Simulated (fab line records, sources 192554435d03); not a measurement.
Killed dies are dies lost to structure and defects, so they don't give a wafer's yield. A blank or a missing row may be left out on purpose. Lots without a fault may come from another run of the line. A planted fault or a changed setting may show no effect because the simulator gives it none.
Chamber matching | flow n5_finfet | N5_BEOL_M8_VIA_ETCH_34 on rie_diel-02: 4 sister chambers
The step etches SiCOH lowk in C4F6/O2, target depth 125.5 nm, time 50.5 s. 8 wafers are shown with their chamber, then 8 later ones without.

WAFERS WITH THEIR CHAMBER
wafer  | chamber | rf_vpp_V (V) | throttle_valve_pct (%)
L081.6 | 0       | 630          | 20.87
L086.2 | 2       | 632          | 20.67
L088.1 | 2       | 632          | 20.67
L088.3 | 1       | 682          | 20.45
L089.1 | 3       | 646          | 20.84
L089.3 | 1       | 682          | 20.43
L089.4 | 3       | 645          | 20.85
L091.3 | 0       | 642          | 20.52

WAFERS WITHOUT THEIR CHAMBER
wafer  | rf_vpp_V (V) | throttle_valve_pct (%)
L091.4 | 640          | 20.52
L091.6 | 633          | 20.71
L090.2 | 631          | 20.70
L090.3 | 640          | 20.54
L090.5 | 682          | 20.48
L094.1 | 632          | 20.72
L094.2 | 681          | 20.47
L094.3 | 644          | 20.53

WHICH CHAMBER EACH WENT THROUGH
wafer  | from the rows above          | in truth
L091.4 | can't be placed: 0 or 2 or 3 | 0
L091.6 | can't be placed: 2 or 0      | 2
L090.2 | can't be placed: 2 or 0      | 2
L090.3 | can't be placed: 0 or 2 or 3 | 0
L090.5 | 1                            | 1
L094.1 | can't be placed: 2 or 0      | 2
L094.2 | 1                            | 1
L094.3 | can't be placed: 0 or 3 or 2 | 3
Placed correctly: 2 of 8. Can't be placed from these rows: 6 (the true chamber is among the candidates in 6). Placed wrongly: 0.
How it was worked out, from the rows above alone: a wafer's distance from a chamber is the root of the sum, over the readings, of the square of ((its reading less the chamber's mean) divided by the reading's scatter). The wafer belongs to the nearest chamber; if the next one is less than 2 further off, it can't be placed. A chamber's mean is the mean of its shown wafers. The scatter: the root of (the sum of the squares of (reading less its chamber's mean) over the shown wafers, divided by (wafers less chambers)).
